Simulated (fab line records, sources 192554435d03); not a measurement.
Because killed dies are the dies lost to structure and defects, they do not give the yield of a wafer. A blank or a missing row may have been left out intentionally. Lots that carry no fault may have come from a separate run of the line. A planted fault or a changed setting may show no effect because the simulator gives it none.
Matching of chambers || flow n5Finfet || 4 sister chambers for N5_BEOL_M6_STRIP_67 on rieDiel-06
The step strips in CF4. 4 wafers are shown with their chamber, then 9 later ones without.

== WAFERS WITH THEIR CHAMBER ==
{"wafer": "L082.1", "chamber": 1, "drypumpMotorCurrentA (A)": 4.8}
{"wafer": "L082.6", "chamber": 2, "drypumpMotorCurrentA (A)": 5.3}
{"wafer": "L089.3", "chamber": 0, "drypumpMotorCurrentA (A)": 5.1}
{"wafer": "L089.6", "chamber": 3, "drypumpMotorCurrentA (A)": 6.7}

== WAFERS WITHOUT THEIR CHAMBER ==
{"wafer": "L090.1", "drypumpMotorCurrentA (A)": 5.2}
{"wafer": "L090.2", "drypumpMotorCurrentA (A)": 6.7}
{"wafer": "L090.3", "drypumpMotorCurrentA (A)": 4.8}
{"wafer": "L095.2", "drypumpMotorCurrentA (A)": 5.4}
{"wafer": "L095.3", "drypumpMotorCurrentA (A)": 6.7}
{"wafer": "L095.5", "drypumpMotorCurrentA (A)": 5.1}
{"wafer": "L094.1", "drypumpMotorCurrentA (A)": 5.2}
{"wafer": "L094.2", "drypumpMotorCurrentA (A)": 6.7}
{"wafer": "L094.5", "drypumpMotorCurrentA (A)": 6.7}

== WHICH CHAMBER EACH WENT THROUGH ==
{"wafer": "L090.1", "from the rows above": "can't be placed: 2 or 0", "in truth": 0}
{"wafer": "L090.2", "from the rows above": 3, "in truth": 3}
{"wafer": "L090.3", "from the rows above": 1, "in truth": 1}
{"wafer": "L095.2", "from the rows above": 2, "in truth": 2}
{"wafer": "L095.3", "from the rows above": 3, "in truth": 3}
{"wafer": "L095.5", "from the rows above": 0, "in truth": 0}
{"wafer": "L094.1", "from the rows above": "can't be placed: 2 or 0", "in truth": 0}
{"wafer": "L094.2", "from the rows above": 3, "in truth": 3}
{"wafer": "L094.5", "from the rows above": 3, "in truth": 3}
Correct placement for 7 of the 9. From these rows, 2 cannot be placed; in 2 the true chamber is one of the candidates. 0 placed wrongly.
How it was worked out, from the rows above alone: a wafer's distance from a chamber is the root of the sum, over the readings, of the square of ((its reading less the chamber's mean) divided by the reading's scatter). If the next closest chamber is less than 2 further off than the closest, the wafer can't be placed; otherwise it belongs to the closest. The mean given for a chamber averages the wafers shown for that chamber. The scatter: with one shown wafer a chamber, the root of the mean of the squares of how far each hidden wafer lies from its nearest shown one.
